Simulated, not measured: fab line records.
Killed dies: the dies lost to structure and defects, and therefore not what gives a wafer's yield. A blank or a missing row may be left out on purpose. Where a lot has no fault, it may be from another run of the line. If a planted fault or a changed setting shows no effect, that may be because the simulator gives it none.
Struck lot and sound lot, side by side || flow n5-finfet || 14 out of 1938 route steps
Sound: wafers L403.1, L403.5, L403.6. The struck wafers were L409.1, L409.3, L409.5. The cause is named last.
Order at every step that has rows: each side's tool, ch and its chambers, its first start. Under that, the readings that differ: sound wafers || struck wafers || difference of the means || sigmas: that difference in standard deviations of wafers without a fault.
alike: same words and numbers on both sides, and readings whose means sit less than 2 such deviations apart. not compared: any withheld reading, any reading some wafer has no value for, any bound like >300 that may hide the same value, and any number with overlapping values for which the record gives no deviation.
Wherever a step has rows on one side only, a row that says differs or no value, or a row with sigmas, the two part there. Numbers that have no deviation but don't overlap get no sigmas and don't part them. A reading that every wafer of one side lacks parts them only if that side has two wafers or more.

N5_BEOL_M15_VIA_ETCH_16: etches SiO2 in C4F8/O2/Ar, target depth 1792.2 nm.
  sound on rie-diel-05 ch 1,2,3, day 11 18:49; struck on rie-diel-05 ch 1,3, day 14 05:54
  alike: chamber-pressure-mTorr, drypump-motor-current-A, he-inner-torr, oes-product-au, rf-vpp-V, showerhead-plenum-p-Torr, throttle-valve-pct
N5_BEOL_M15_STRIP_63: strips in O2.
  sound: rie-diel-05 ch 1,2,3; struck: rie-diel-05 ch 1,3
  alike: chamber-pressure-mTorr, drypump-motor-current-A, oes-product-au, rf-vpp-V, showerhead-plenum-p-Torr, throttle-valve-pct
  not compared: rf-hours-counter-h
N5_BEOL_M15_STRIP_64: strips in O2.
  sound: rie-diel-05 ch 1,2,3; struck: rie-diel-05 ch 1,3
{"reading": "chamber-pressure-mTorr (mTorr)", "sound": "29.973 29.985 29.942", "struck": "30.018 30.047 30.010", "difference": "+0.058", "sigmas": "+2"}
  alike: drypump-motor-current-A, oes-product-au, rf-vpp-V, showerhead-plenum-p-Torr, throttle-valve-pct
  not compared: rf-hours-counter-h
then, 2 steps without rows for these wafers: N5_BEOL_M15_STRIP_65 (strips in post etch residue remover, time 60 s); N5_BEOL_M15_SRD_66 (time 30 s, dry time 30 s).
N5_BEOL_M15_CD_MEAS_17: the cd target is 360 nm.
  sound on cd-sem-03, day 11 19:13; struck on cd-sem-03, day 14 06:21
  alike: cd-nm
then, 1 step without rows for these wafers: N5_BEOL_M15_COAT_56 (time 60 s, resist thk 550 nm).
N5_BEOL_M15_ETCH_57: etches SOC in N2/H2, time 750 s.
  sound on rie-diel-03 ch 1,2, day 11 19:19; struck on rie-diel-04 ch 1,2,3, day 14 06:31
  alike: chamber-pressure-mTorr, drypump-motor-current-A, oes-product-au, rf-vpp-V, showerhead-plenum-p-Torr, throttle-valve-pct
  not compared: rf-hours-counter-h
then, 4 steps without rows for these wafers: N5_BEOL_M15_COAT_60 (time 60 s, resist thk 89 nm); N5_BEOL_M15_COAT_22 (resist thk 800 nm); N5_BEOL_M15_EBR_24; N5_BEOL_M15_SOFTBAKE_23 (time 60 s).
N5_BEOL_M15_EXPOSE_25: exposes mask M15, target cd 400 nm.
  struck on krf-scanner-02, day 14 07:07; sound on krf-scanner-01 ch 0, day 11 19:55
  no value came back on the struck wafers for exposure-dose-mJ-cm2, focus-offset-nm (nm); on the sound wafers exposure-dose-mJ-cm2 reads 35.44 35.53 35.50
  alike: mask
then, 1 step without rows for these wafers: N5_BEOL_M15_PEB_26 (peb time 90 s).

WHERE THEY PART
Last at N5_BEOL_M15_EXPOSE_25 as far as this record goes, first at N5_BEOL_M15_STRIP_64.

WHY: the cause the simulator had injected
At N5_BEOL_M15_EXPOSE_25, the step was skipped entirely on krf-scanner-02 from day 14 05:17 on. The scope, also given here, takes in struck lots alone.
